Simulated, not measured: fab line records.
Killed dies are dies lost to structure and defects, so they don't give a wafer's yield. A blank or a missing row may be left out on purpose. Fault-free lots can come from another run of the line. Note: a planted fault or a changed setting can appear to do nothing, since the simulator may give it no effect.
Lot-split experiment / flow n5-finfet / 21 wafers read across 7 lots, on a route 1938 steps long

ON THE SPLIT
At N5_BEOL_M8_ETCH_65 (etches SiARC in CF4, target depth 15.6 nm, time 26 s), the setting source-w was moved away from the recipe's 545 W on 9 of the 21 wafers read, by -17.5% to +13.8%. All remaining wafers had this setting at the recipe value.

Reading taken at the split's own step.

THE READING
rf-vpp-V, in V, at N5_BEOL_M8_ETCH_65 (etches SiARC in CF4, target depth 15.6 nm, time 26 s). On this fab line, fault-free wafers typically give 183.7 V with a standard deviation of 0.98 V.

wafer=L077.1; tool, chamber at the split=rie-diel-06, 2; source-w as run, W=520.3; against the recipe=-4.5%; rf-vpp-V, V=185.0; against lot-mates on the recipe=+0.8
wafer=L077.5; tool, chamber at the split=rie-diel-06, 2; source-w as run, W=545; against the recipe=recipe; rf-vpp-V, V=184.2; against lot-mates on the recipe=-
wafer=L077.6; tool, chamber at the split=rie-diel-06, 3; source-w as run, W=520.3; against the recipe=-4.5%; rf-vpp-V, V=187.8; against lot-mates on the recipe=+3.6
wafer=L074.1; tool, chamber at the split=rie-diel-05, 0; source-w as run, W=545; against the recipe=recipe; rf-vpp-V, V=184.1; against lot-mates on the recipe=-
wafer=L074.3; tool, chamber at the split=rie-diel-05, 3; source-w as run, W=608.7; against the recipe=+11.7%; rf-vpp-V, V=177.0; against lot-mates on the recipe=-7.1
wafer=L074.4; tool, chamber at the split=rie-diel-05, 3; source-w as run, W=608.7; against the recipe=+11.7%; rf-vpp-V, V=179.5; against lot-mates on the recipe=-4.6
wafer=L079.3; tool, chamber at the split=rie-diel-03, 1; source-w as run, W=545; against the recipe=recipe; rf-vpp-V, V=183.2; against lot-mates on the recipe=-
wafer=L079.4; tool, chamber at the split=rie-diel-03, 0; source-w as run, W=620; against the recipe=+13.8%; rf-vpp-V, V=174.5; against lot-mates on the recipe=-8.7
wafer=L079.5; tool, chamber at the split=rie-diel-03, 0; source-w as run, W=620; against the recipe=+13.8%; rf-vpp-V, V=174.6; against lot-mates on the recipe=-8.6
wafer=L083.1; tool, chamber at the split=rie-diel-05, 2; source-w as run, W=545; against the recipe=recipe; rf-vpp-V, V=183.2; against lot-mates on the recipe=-
wafer=L083.2; tool, chamber at the split=rie-diel-05, 3; source-w as run, W=545; against the recipe=recipe; rf-vpp-V, V=182.9; against lot-mates on the recipe=-
wafer=L083.4; tool, chamber at the split=rie-diel-05, 1; source-w as run, W=545; against the recipe=recipe; rf-vpp-V, V=185.2; against lot-mates on the recipe=-
wafer=L091.2; tool, chamber at the split=rie-diel-05, 3; source-w as run, W=545; against the recipe=recipe; rf-vpp-V, V=184.0; against lot-mates on the recipe=-
wafer=L091.5; tool, chamber at the split=rie-diel-05, 2; source-w as run, W=545; against the recipe=recipe; rf-vpp-V, V=183.7; against lot-mates on the recipe=-
wafer=L091.6; tool, chamber at the split=rie-diel-05, 3; source-w as run, W=488.2; against the recipe=-10.4%; rf-vpp-V, V=190.2; against lot-mates on the recipe=+6.3
wafer=L092.2; tool, chamber at the split=rie-diel-05, 0; source-w as run, W=545; against the recipe=recipe; rf-vpp-V, V=184.0; against lot-mates on the recipe=-
wafer=L092.3; tool, chamber at the split=rie-diel-05, 1; source-w as run, W=545; against the recipe=recipe; rf-vpp-V, V=183.1; against lot-mates on the recipe=-
wafer=L092.4; tool, chamber at the split=rie-diel-05, 3; source-w as run, W=545; against the recipe=recipe; rf-vpp-V, V=184.1; against lot-mates on the recipe=-
wafer=L094.1; tool, chamber at the split=rie-diel-06, 2; source-w as run, W=449.4; against the recipe=-17.5%; rf-vpp-V, V=196.7; against lot-mates on the recipe=+13.9
wafer=L094.3; tool, chamber at the split=rie-diel-06, 0; source-w as run, W=449.4; against the recipe=-17.5%; rf-vpp-V, V=195.9; against lot-mates on the recipe=+13.1
wafer=L094.6; tool, chamber at the split=rie-diel-06, 0; source-w as run, W=545; against the recipe=recipe; rf-vpp-V, V=182.8; against lot-mates on the recipe=-

FIT RESULTS
A straight line over all 21 wafers: rf-vpp-V changes by -0.644 V for each +1% of source-w; r = -0.98; the points scatter about the line by 1.1 V.
The same after taking each lot's own level away (the mean of its wafers on the recipe; 21 wafers): -0.659 V for each +1%; r = -0.98; scatter 1.2 V.
The reading moves by 12 V for the largest change in source-w, on that fit.
Across the lots, their own levels run from 182.80 to 184.20 V, a range of 1.4 times the standard deviation given above.
Consequently the slope shifts little with the lot-to-lot level, the two slopes agreeing.
Check: with one of the wafers moved furthest among these (-17.5%) left out of the fit, the line predicts +11.1 V for it against its lot-mates. Against them it came out at +13.9 V.
Tool readings at the split's step, against how far the setting was moved: rf-vpp-V r = -0.98.

THE FILE'S OWN FIT
rf-vpp-V changes by -0.655 V for each +1% of source-w, r = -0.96.
